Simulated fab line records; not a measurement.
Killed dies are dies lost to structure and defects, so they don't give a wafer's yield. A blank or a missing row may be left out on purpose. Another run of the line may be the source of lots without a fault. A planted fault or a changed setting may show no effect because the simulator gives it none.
2 desks, one fault ; flow n5-finfet ; numbers are kept per desk, each desk with only its own; the story behind them comes last

## METROLOGY DESK
What the gauges read, lot by lot, whatever tool the lot ran on: means of the sampled wafers that have a number. Marked OUT: a lot whose mean sits more than 4 standard deviations from the usual mean, which makes it out of limits; the brackets give that distance. Shown here are 7 of its 10 readings, the ones lying furthest out on some lot.
Columns: A = DIBL_N at N5_BEOL_M4_RC_MEAS_101, usual 35.9 mV/V; B = DIBL_P at N5_BEOL_M4_RC_MEAS_101, usual 35.9 mV/V; C = IOFF_N at N5_BEOL_M4_RC_MEAS_101, usual 0.155 nA/um; D = IOFF_P at N5_BEOL_M4_RC_MEAS_101, usual 0.201 nA/um; E = ION_N at N5_BEOL_M4_RC_MEAS_101, usual 672 uA/um; F = VT_N at N5_BEOL_M4_RC_MEAS_101, usual 250.0 mV; G = VT_P at N5_BEOL_M4_RC_MEAS_101, usual -251.6 mV
lot;first seen here;A;B;C;D;E;F;G
L308;day 8 14:56;35.6;34.9;0.151;0.215;677;250.6;-248.0
L312;day 9 10:04;35.1;36.5;0.146;0.176;670;251.1;-253.8
L314;day 10 08:11;37.5;37.8;0.186;0.202;678;247.0;-251.8
L320;day 11 12:03;37.0;36.5;0.184;0.244;675;246.2;-248.3
L324;day 12 15:20;34.5;34.9;0.130;0.145;666;253.2;-257.6
L326;day 12 22:28;38.4;39.1;0.198;0.247;684;245.2;-249.8
L325;day 12 22:56;36.1;37.3;0.162;0.210;675;249.2;-251.0
L327;day 13 16:23;36.2;38.3;0.208;0.246;681;243.9;-249.2
L328;day 13 18:04;36.0;35.3;0.148;0.183;672;250.5;-253.2
L329;day 13 23:38;34.7;33.7;0.128;0.184;657;254.4;-252.7
Finding of this desk: none of the 10 lots has anything out of limits.

## THE TOOL OWNER'S DESK: litho-track-03
The tool's own readings at N5_BEOL_M0_SAQP_COAT_69 (time 60 s, resist thk 90 nm): means of the sampled wafers that have a number, for each lot that ran on this tool. Marked OUT: a lot whose mean sits more than 4 standard deviations from the usual mean, which makes it out of limits; the brackets give that distance.
Columns: A = spin-speed-rpm at N5_BEOL_M0_SAQP_COAT_69, usual 1500.2 rpm
lot;first seen here;A
L312;day 7 05:39;1713.4 (+99 or more) OUT
L314;day 8 01:20;1713.2 (+99 or more) OUT
L324;day 10 02:17;1500.0
L327;day 11 04:05;1500.6
This desk's verdict: out of limits on L312, L314, starting with L312 at day 7 05:39 (spin-speed-rpm at N5_BEOL_M0_SAQP_COAT_69). Within limits: L324, L327.

## PUT TOGETHER
At day 7 05:39, on L312, L314, the tool owner's desk was in a position to raise an alarm.
Nothing out of limits was seen by the metrology desk.
The metrology desk has L312, L314 on record, within its limits.
On litho-track-03, each named lot ran N5_BEOL_M0_SAQP_COAT_69.

## WHAT THE SIMULATOR HAD INSERTED
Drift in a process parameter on litho-track-03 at N5_BEOL_M0_SAQP_COAT_69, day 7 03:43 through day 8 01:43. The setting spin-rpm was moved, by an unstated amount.
Lots struck among those shown: L312, L314.
How many hours passed from the start of the fault until each desk's first out-of-limits reading: the tool owner's desk, 2.
